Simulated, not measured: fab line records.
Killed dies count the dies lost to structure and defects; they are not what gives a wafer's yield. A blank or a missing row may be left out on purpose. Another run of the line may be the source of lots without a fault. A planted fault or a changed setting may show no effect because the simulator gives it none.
Split-lot study / flow n5 finfet / 39 wafers read across 7 lots, on a route 1938 steps long

THE SPLIT ITSELF
At N5_BEOL_M9_ILD_DEP_00 (deposits SiCOH lowk from DEMS/porogen, target thk 308.51 nm, time 58 s), the setting target thk a was moved away from the recipe's 3085.1 angstrom on 18 of the 39 wafers read, by -53.8% to +41.6%. For the rest of the wafers, this setting stayed at what the recipe calls for.

THE PATH FROM SPLIT TO READING: the file shows 1 step between them
- N5_BEOL_M9_CURE_71: cures SiCOH lowk, time 240 s

THE READING
M9_ILD_THK, in nm, at N5_BEOL_M9_THK_MEAS_01. Typical for fault-free wafers on this fab line: 267 nm, with standard deviation 3.3 nm.

wafer=L076.1; tool, chamber at the split=pecvd-01, 1; target thk a as run, angstrom=3085.1; against the recipe=recipe; M9_ILD_THK, nm=265; against lot-mates on the recipe=-
wafer=L076.2; tool, chamber at the split=pecvd-01, 0; target thk a as run, angstrom=1424; against the recipe=-53.8%; M9_ILD_THK, nm=118; against lot-mates on the recipe=-148
wafer=L076.3; tool, chamber at the split=pecvd-01, 1; target thk a as run, angstrom=3085.1; against the recipe=recipe; M9_ILD_THK, nm=268; against lot-mates on the recipe=-
wafer=L076.4; tool, chamber at the split=pecvd-01, 0; target thk a as run, angstrom=1424; against the recipe=-53.8%; M9_ILD_THK, nm=120; against lot-mates on the recipe=-146
wafer=L076.5; tool, chamber at the split=pecvd-01, 0; target thk a as run, angstrom=1424; against the recipe=-53.8%; M9_ILD_THK, nm=122; against lot-mates on the recipe=-144
wafer=L076.6; tool, chamber at the split=pecvd-01, 1; target thk a as run, angstrom=3085.1; against the recipe=recipe; M9_ILD_THK, nm=266; against lot-mates on the recipe=-
wafer=L083.1; tool, chamber at the split=pecvd-01, 1; target thk a as run, angstrom=3085.1; against the recipe=recipe; M9_ILD_THK, nm=264; against lot-mates on the recipe=-
wafer=L083.2; tool, chamber at the split=pecvd-01, 0; target thk a as run, angstrom=4369; against the recipe=+41.6%; M9_ILD_THK, nm=377; against lot-mates on the recipe=+111
wafer=L083.3; tool, chamber at the split=pecvd-01, 1; target thk a as run, angstrom=3085.1; against the recipe=recipe; M9_ILD_THK, nm=267; against lot-mates on the recipe=-
wafer=L083.4; tool, chamber at the split=pecvd-01, 0; target thk a as run, angstrom=3085.1; against the recipe=recipe; M9_ILD_THK, nm=267; against lot-mates on the recipe=-
wafer=L083.5; tool, chamber at the split=pecvd-01, 1; target thk a as run, angstrom=4369; against the recipe=+41.6%; M9_ILD_THK, nm=383; against lot-mates on the recipe=+117
wafer=L083.6; tool, chamber at the split=pecvd-01, 0; target thk a as run, angstrom=4369; against the recipe=+41.6%; M9_ILD_THK, nm=379; against lot-mates on the recipe=+113
wafer=L085.1; tool, chamber at the split=pecvd-03, 1; target thk a as run, angstrom=2477; against the recipe=-19.7%; M9_ILD_THK, nm=215; against lot-mates on the recipe=-51
wafer=L085.2; tool, chamber at the split=pecvd-03, 0; target thk a as run, angstrom=2477; against the recipe=-19.7%; M9_ILD_THK, nm=205; against lot-mates on the recipe=-61
wafer=L085.3; tool, chamber at the split=pecvd-03, 2; target thk a as run, angstrom=3085.1; against the recipe=recipe; M9_ILD_THK, nm=261; against lot-mates on the recipe=-
wafer=L085.4; tool, chamber at the split=pecvd-03, 1; target thk a as run, angstrom=2477; against the recipe=-19.7%; M9_ILD_THK, nm=215; against lot-mates on the recipe=-51
wafer=L085.5; tool, chamber at the split=pecvd-03, 0; target thk a as run, angstrom=3085.1; against the recipe=recipe; M9_ILD_THK, nm=267; against lot-mates on the recipe=-
wafer=L085.6; tool, chamber at the split=pecvd-03, 2; target thk a as run, angstrom=3085.1; against the recipe=recipe; M9_ILD_THK, nm=269; against lot-mates on the recipe=-
wafer=L084.1; tool, chamber at the split=pecvd-03, 0; target thk a as run, angstrom=2199; against the recipe=-28.7%; M9_ILD_THK, nm=187; against lot-mates on the recipe=-79
wafer=L084.2; tool, chamber at the split=pecvd-03, 1; target thk a as run, angstrom=3085.1; against the recipe=recipe; M9_ILD_THK, nm=267; against lot-mates on the recipe=-
wafer=L084.3; tool, chamber at the split=pecvd-03, 2; target thk a as run, angstrom=3085.1; against the recipe=recipe; M9_ILD_THK, nm=264; against lot-mates on the recipe=-
wafer=L084.4; tool, chamber at the split=pecvd-03, 0; target thk a as run, angstrom=3085.1; against the recipe=recipe; M9_ILD_THK, nm=268; against lot-mates on the recipe=-
wafer=L084.5; tool, chamber at the split=pecvd-03, 1; target thk a as run, angstrom=2199; against the recipe=-28.7%; M9_ILD_THK, nm=193; against lot-mates on the recipe=-73
wafer=L084.6; tool, chamber at the split=pecvd-03, 2; target thk a as run, angstrom=2199; against the recipe=-28.7%; M9_ILD_THK, nm=188; against lot-mates on the recipe=-78
wafer=L090.1; tool, chamber at the split=pecvd-02, 2; target thk a as run, angstrom=1687; against the recipe=-45.3%; M9_ILD_THK, nm=145; against lot-mates on the recipe=-124
wafer=L090.2; tool, chamber at the split=pecvd-02, 1; target thk a as run, angstrom=3085.1; against the recipe=recipe; M9_ILD_THK, nm=271; against lot-mates on the recipe=-
wafer=L090.3; tool, chamber at the split=pecvd-02, 0; target thk a as run, angstrom=3085.1; against the recipe=recipe; M9_ILD_THK, nm=267; against lot-mates on the recipe=-
wafer=L090.4; tool, chamber at the split=pecvd-02, 0; target thk a as run, angstrom=3085.1; against the recipe=recipe; M9_ILD_THK, nm=270; against lot-mates on the recipe=-
wafer=L090.5; tool, chamber at the split=pecvd-02, 2; target thk a as run, angstrom=1687; against the recipe=-45.3%; M9_ILD_THK, nm=145; against lot-mates on the recipe=-124
wafer=L090.6; tool, chamber at the split=pecvd-02, 1; target thk a as run, angstrom=1687; against the recipe=-45.3%; M9_ILD_THK, nm=147; against lot-mates on the recipe=-122
wafer=L095.1; tool, chamber at the split=pecvd-03, 0; target thk a as run, angstrom=2095; against the recipe=-32.1%; M9_ILD_THK, nm=177; against lot-mates on the recipe=-93
wafer=L095.2; tool, chamber at the split=pecvd-03, 1,0; target thk a as run, angstrom=3085.1; against the recipe=recipe; M9_ILD_THK, nm=270; against lot-mates on the recipe=-
wafer=L095.3; tool, chamber at the split=pecvd-03, 2; target thk a as run, angstrom=2095; against the recipe=-32.1%; M9_ILD_THK, nm=180; against lot-mates on the recipe=-90
wafer=L095.4; tool, chamber at the split=pecvd-03, 1,0; target thk a as run, angstrom=3085.1; against the recipe=recipe; M9_ILD_THK, nm=270; against lot-mates on the recipe=-
wafer=L095.5; tool, chamber at the split=pecvd-03, 1; target thk a as run, angstrom=2095; against the recipe=-32.1%; M9_ILD_THK, nm=185; against lot-mates on the recipe=-85
wafer=L095.6; tool, chamber at the split=pecvd-03, 2; target thk a as run, angstrom=3085.1; against the recipe=recipe; M9_ILD_THK, nm=270; against lot-mates on the recipe=-
wafer=L093.1; tool, chamber at the split=pecvd-03, 0; target thk a as run, angstrom=3085.1; against the recipe=recipe; M9_ILD_THK, nm=267; against lot-mates on the recipe=-
wafer=L093.2; tool, chamber at the split=pecvd-03, 2; target thk a as run, angstrom=3085.1; against the recipe=recipe; M9_ILD_THK, nm=269; against lot-mates on the recipe=-
wafer=L093.6; tool, chamber at the split=pecvd-03, 2; target thk a as run, angstrom=3085.1; against the recipe=recipe; M9_ILD_THK, nm=269; against lot-mates on the recipe=-
The file does not say which wafer passed through which chamber wherever a row lists several chambers: such a row stands for several wafers.

FIT RESULTS
A straight line over all 39 wafers: M9_ILD_THK changes by +2.71 nm for each +1% of target thk a; r = +1.00; the points scatter about the line by 2.8 nm.
The same after taking each lot's own level away (the mean of its wafers on the recipe; 39 wafers): +2.73 nm for each +1%; r = +1.00; scatter 2.5 nm.
That fit puts the effect of the largest move of target thk a on the reading at 1.5e+02 nm.
The lots' own levels span 265.7 to 270.0 nm, that is 1.3 times the standard deviation above.
The two slopes are in agreement: the lot-to-lot level therefore moves the slope only a little.
Check: with one of the wafers moved furthest among these (-53.8%) left out of the fit, the line predicts -147 nm for it against its lot-mates. Against them it came out at -148 nm.

THE WHOLE CHAIN: every reading that the file lists as answering this split, in the file's order
step=N5_BEOL_M9_ILD_DEP_00; what it does=deposits SiCOH lowk from DEMS/porogen, target thk 308.51 nm, time 58 s; reading=SiCOH_lowk_of_BEOL_M9_ILD_DEP_00.thk nm (the simulator's own value, which no gauge read); change (the file's fit)=+3.1 nm for each +1% of the setting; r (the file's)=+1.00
step=N5_BEOL_M9_CURE_71; what it does=cures SiCOH lowk, time 240 s; reading=SiCOH_lowk_of_BEOL_M9_ILD_DEP_00.thk nm (the simulator's own value, which no gauge read); change (the file's fit)=+2.73 nm for each +1% of the setting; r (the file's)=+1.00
step=N5_BEOL_M9_THK_MEAS_01; what it does=; reading=M9_ILD_THK; change (the file's fit)=+2.73 for each +1% of the setting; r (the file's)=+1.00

FILE'S OWN FIT
M9_ILD_THK changes by +2.73 nm for each +1% of target thk a, r = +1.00.
